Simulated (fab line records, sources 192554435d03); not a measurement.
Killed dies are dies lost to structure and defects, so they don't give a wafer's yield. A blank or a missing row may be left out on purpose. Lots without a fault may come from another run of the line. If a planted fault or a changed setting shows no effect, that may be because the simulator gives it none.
Chamber matching    flow n5 finfet    N5_BEOL_M15_DEP_53 on pecvd-03 has 3 sister chambers
The step deposits SiCN from 3MS/NH3, target thk 50 nm, time 17.8 s. 14 wafers are shown with their chamber, then 7 later ones without.

## WAFERS, EACH WITH ITS CHAMBER
wafer   chamber  throttle valve pct (%)  showerhead plenum p Torr (Torr)
L624.3  2        16.9                    4.160
L624.4  1        17.3                    4.193
L624.5  0        18.5                    4.155
L630.2  0        18.5                    4.163
L630.5  0        18.5                    4.154
L630.6  2        16.9                    4.174
L632.2  1        17.0                    4.188
L632.4  0        18.5                    4.155
L632.5  1        17.0                    4.198
L633.2  1        17.1                    4.192
L633.3  0        18.7                    4.146
L633.6  0        18.5                    4.151
L635.3  0        18.5                    4.145
L635.4  2        17.2                    4.185

SIGNATURES (means of the wafers above)
reading                   chamber 0  chamber 1  chamber 2  scatter within a chamber
throttle valve pct        18.529     17.100     17.000     0.118
showerhead plenum p Torr  4.15271    4.19275    4.17300    0.00732
Rule: for a wafer and a chamber, the distance is found by dividing, reading by reading, the gap between the wafer's reading and the chamber's mean by the reading's scatter, squaring, summing and taking the root. If the next closest chamber is less than 2 further off than the closest, the wafer can't be placed; otherwise it belongs to the closest. The scatter: take each reading less its chamber's mean, square it, sum over the shown wafers, divide by the number of wafers less the number of chambers, and take the root.

## WAFERS WITH NO CHAMBER GIVEN
wafer   throttle valve pct (%)  showerhead plenum p Torr (Torr)
L635.5  18.4                    4.161
L642.1  17.4                    4.195
L642.3  16.7                    4.182
L642.6  17.1                    4.186
L643.1  17.0                    4.175
L643.3  17.1                    4.184
L643.6  17.3                    4.193

## THE CHAMBER EACH PASSED THROUGH
wafer   from the rows above      in truth
L635.5  0                        0
L642.1  can't be placed: 1 or 2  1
L642.3  can't be placed: 2 or 1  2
L642.6  can't be placed: 1 or 2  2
L643.1  2                        2
L643.3  can't be placed: 1 or 2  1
L643.6  1                        1
Placed correctly: 3 of 7. Unplaceable from these rows: 4, with the true chamber sitting among the candidates in 4. 0 placed wrongly.
